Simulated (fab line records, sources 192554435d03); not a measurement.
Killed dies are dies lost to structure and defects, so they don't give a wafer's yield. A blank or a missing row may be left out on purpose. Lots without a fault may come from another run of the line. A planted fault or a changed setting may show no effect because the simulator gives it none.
Chamber matching | flow n5_finfet | N5_FIN_SAQP_STRIP_70 on rie_diel-06: 4 sister chambers
The step strips in N2/H2. 8 wafers are shown with their chamber, then 10 later ones without.

WAFERS WITH THEIR CHAMBER
wafer  | chamber | drypump_motor_current_A (A) | showerhead_plenum_p_Torr (Torr)
L079.2 | 1       | 6.4                         | 3.19
L084.2 | 1       | 6.4                         | 3.18
L086.6 | 0       | 5.2                         | 3.48
L087.2 | 2       | 5.8                         | 3.42
L087.4 | 0       | 5.2                         | 3.47
L087.6 | 3       | 5.1                         | 3.30
L089.1 | 3       | 5.0                         | 3.29
L089.3 | 2       | 5.8                         | 3.42

WAFERS WITHOUT THEIR CHAMBER
wafer  | drypump_motor_current_A (A) | showerhead_plenum_p_Torr (Torr)
L089.6 | 5.2                         | 3.47
L090.2 | 5.2                         | 3.47
L090.3 | 6.4                         | 3.59
L090.5 | 5.8                         | 3.42
L093.2 | 5.2                         | 3.47
L093.5 | 5.0                         | 3.29
L093.6 | 5.8                         | 3.41
L095.1 | 5.8                         | 3.41
L095.2 | 5.1                         | 3.29
L095.3 | 6.4                         | 3.58

WHICH CHAMBER EACH WENT THROUGH
wafer  | from the rows above | in truth
L089.6 | 0                   | 0
L090.2 | 0                   | 0
L090.3 | 2                   | 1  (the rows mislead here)
L090.5 | 2                   | 2
L093.2 | 0                   | 0
L093.5 | 3                   | 3
L093.6 | 2                   | 2
L095.1 | 2                   | 2
L095.2 | 3                   | 3
L095.3 | 2                   | 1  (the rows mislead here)
Placed correctly: 8 of 10. Can't be placed from these rows: 0. Placed wrongly: 2.
How it was worked out, from the rows above alone: a wafer's distance from a chamber is the root of the sum, over the readings, of the square of ((its reading less the chamber's mean) divided by the reading's scatter). The wafer belongs to the nearest chamber; if the next one is less than 2 further off, it can't be placed. A chamber's mean is the mean of its shown wafers. The scatter: the root of (the sum of the squares of (reading less its chamber's mean) over the shown wafers, divided by (wafers less chambers)).
